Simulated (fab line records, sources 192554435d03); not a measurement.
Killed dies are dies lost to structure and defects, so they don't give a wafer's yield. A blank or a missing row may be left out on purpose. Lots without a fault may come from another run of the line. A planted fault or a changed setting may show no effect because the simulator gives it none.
Chamber matching | flow n5_finfet | N5_MOL_CONTACT_COAG_ETCHBACK_134 on rie_diel-02: 4 sister chambers
The step etches SiO2 in CHF3, target depth 10 nm, time 6.7 s. 8 wafers are shown with their chamber, then 8 later ones without.

WAFERS WITH THEIR CHAMBER
wafer  | chamber | showerhead_plenum_p_Torr (Torr) | throttle_valve_pct (%)
L084.3 | 2       | 2.26                            | 19.00
L084.6 | 1       | 2.31                            | 18.61
L085.2 | 0       | 2.38                            | 18.63
L085.6 | 2       | 2.26                            | 19.01
L090.2 | 1       | 2.30                            | 18.65
L090.3 | 0       | 2.38                            | 18.65
L090.4 | 3       | 2.46                            | 18.66
L092.2 | 3       | 2.46                            | 18.68

WAFERS WITHOUT THEIR CHAMBER
wafer  | showerhead_plenum_p_Torr (Torr) | throttle_valve_pct (%)
L092.5 | 2.25                            | 19.02
L092.6 | 2.30                            | 18.65
L095.2 | 2.25                            | 19.03
L095.3 | 2.30                            | 18.67
L095.5 | 2.37                            | 18.68
L096.1 | 2.29                            | 18.67
L096.3 | 2.37                            | 18.69
L096.5 | 2.29                            | 18.68

WHICH CHAMBER EACH WENT THROUGH
wafer  | from the rows above | in truth
L092.5 | 2                   | 2
L092.6 | 1                   | 1
L095.2 | 2                   | 2
L095.3 | 1                   | 1
L095.5 | 0                   | 0
L096.1 | 1                   | 1
L096.3 | 0                   | 0
L096.5 | 1                   | 1
Placed correctly: 8 of 8. Can't be placed from these rows: 0. Placed wrongly: 0.
How it was worked out, from the rows above alone: a wafer's distance from a chamber is the root of the sum, over the readings, of the square of ((its reading less the chamber's mean) divided by the reading's scatter). The wafer belongs to the nearest chamber; if the next one is less than 2 further off, it can't be placed. A chamber's mean is the mean of its shown wafers. The scatter: the root of (the sum of the squares of (reading less its chamber's mean) over the shown wafers, divided by (wafers less chambers)).
